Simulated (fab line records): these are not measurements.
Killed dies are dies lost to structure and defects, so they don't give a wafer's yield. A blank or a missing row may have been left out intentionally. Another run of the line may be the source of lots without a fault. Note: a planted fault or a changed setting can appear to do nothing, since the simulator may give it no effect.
Code-filled problem report in 8D (eight disciplines) form / flow n5_finfet / the parts of the form that need people (team, actions taken, sign-off) are left out

## 1. THE PROBLEM
N5_BEOL_M6_OCD_MEAS_38, trench_depth_nm: mean 87.1 nm over 1 wafer from 1 lot; wafers with no fault: 94.4 nm, standard deviation 1.8. Relative to the usual mean, that is a shift of -4.1 standard deviations.
First observed at day 13 04:52: wafer L467.3, on ocd-02. The record holds 27 wafers of 9 lots with a number at this step. By rule, "out" or "out of limits" means more than 4 standard deviations away from the usual mean. Any other wafer with a number is counted as sound.

## 2. WHAT IT IS, WHAT IT ISN'T
question=which readings at this step | is=trench_depth_nm | is not=-
question=which lots | is=L467 | is not=L451, L452, L454, L456, L458, L462, L463, L472
question=which wafers of those lots | is=L467.3 | is not=L467.1, L467.6
question=read on which gauges | is=ocd-02 | is not=ocd-01
question=when | is=from day 13 04:52 | is not=up to then (23 sound wafers); but 3 sound wafers of L472 came after

## 3. SUSPECTS, AND WHAT RULES EACH OUT
Counting: if a tool at a process step up to the reading ran every lot that is out, it stays a suspect. Sound lots after the first of them don't rule it out here, since some wafers of a struck lot are sound.
- the gauge at N5_BEOL_M6_OCD_MEAS_38 is ruled out. All the wafers that are out were read on ocd-02, but those of them that N5_BEOL_M6_TRENCH_ETCH_37 has rows for are out there too, on other tools.
- rie_diel-04 at N5_BEOL_M6_VIA_ETCH_34 (etches SiCOH lowk in C4F6/O2, target depth 126.3 nm, time 50.9 s): kept. L467, the lot that is out, went through it at day 13 04:37; up to then, the latest sound lot through it was L463 at day 11 23:37.
- rie_diel-04 at N5_BEOL_M6_TRENCH_ETCH_37 (etches SiCOH lowk in C4F6/O2, target depth 94.435 nm, time 31.5 s): kept. L467, the lot that is out, went through it at day 13 04:43; up to then, the latest sound lot through it was L463 at day 11 23:42. Out on those wafers are its own readings of rf_fwd_power_W, rf_vpp_V.
- The sound lot-mates ran in chamber 3 of rie_diel-04 at N5_BEOL_M6_VIA_ETCH_34, but the wafers that are out ran in chamber 2.
- The sound lot-mates ran in chamber 3 of rie_diel-04 at N5_BEOL_M6_TRENCH_ETCH_37, but the wafers that are out ran in chamber 2.
Left after counting: rie_diel-04 at N5_BEOL_M6_VIA_ETCH_34, rie_diel-04 at N5_BEOL_M6_TRENCH_ETCH_37.

## 4. THE CAUSE (what the simulator had put in)
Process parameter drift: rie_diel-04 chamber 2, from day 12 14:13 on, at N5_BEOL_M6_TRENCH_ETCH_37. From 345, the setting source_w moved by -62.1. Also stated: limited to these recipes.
Counting left 2 suspects, and this tool is among them.

## 5. SEQUENCE OF EFFECTS, ordered by route
Rows list readings where the struck wafers' mean (over those with a number) sits beyond 3 standard deviations from the usual. Scope: only readings with a usual standard deviation given in the record; hours: median across lots of the time from each lot's start at the first step in this table that gives one to its start at this step; sigmas: change in usual standard deviations.
hours=0; step=N5_BEOL_M6_TRENCH_ETCH_37; reading=rf_fwd_power_W; usual=340.2 W; on struck wafers=275.1; change=-65.1; sigmas=-43
hours=0; step=N5_BEOL_M6_TRENCH_ETCH_37; reading=rf_vpp_V; usual=666 V; on struck wafers=760; change=+94; sigmas=+6.7
hours=0; step=N5_BEOL_M6_OCD_MEAS_38; reading=trench_depth_nm; usual=94.4 nm; on struck wafers=87.1; change=-7.3; sigmas=-4.1
hours=4; step=N5_BEOL_M6_THK_MEAS_53; reading=M6_THK; usual=81.4 nm; on struck wafers=74.6; change=-6.8; sigmas=-3.2
hours=4; step=N5_BEOL_M6_RS_MEAS_57; reading=M6_RS; usual=0.285 ohm/sq; on struck wafers=0.317; change=+0.032; sigmas=+3.7
It contains these process steps:
- N5_BEOL_M6_TRENCH_ETCH_37: etches SiCOH lowk in C4F6/O2, target depth 94.435 nm, time 31.5 s.

## 6. HOW IT WOULD HAVE BEEN CAUGHT EARLIER
15 hours passed between the start of the fault at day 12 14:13 and the first reading out of limits at a measuring or inspecting step in this record, taken at day 13 04:52.
At N5_BEOL_M6_TRENCH_ETCH_37, the tool's own readings (rf_fwd_power_W, rf_vpp_V) were out on each struck wafer the step has a row for, so an alarm limit on them would have fired on the first such wafer.
By day 13 04:52 the whole set of lots that are out, 1 in number, had already begun N5_BEOL_M6_TRENCH_ETCH_37 on rie_diel-04. Holding the tool at that point would not have protected any of them.
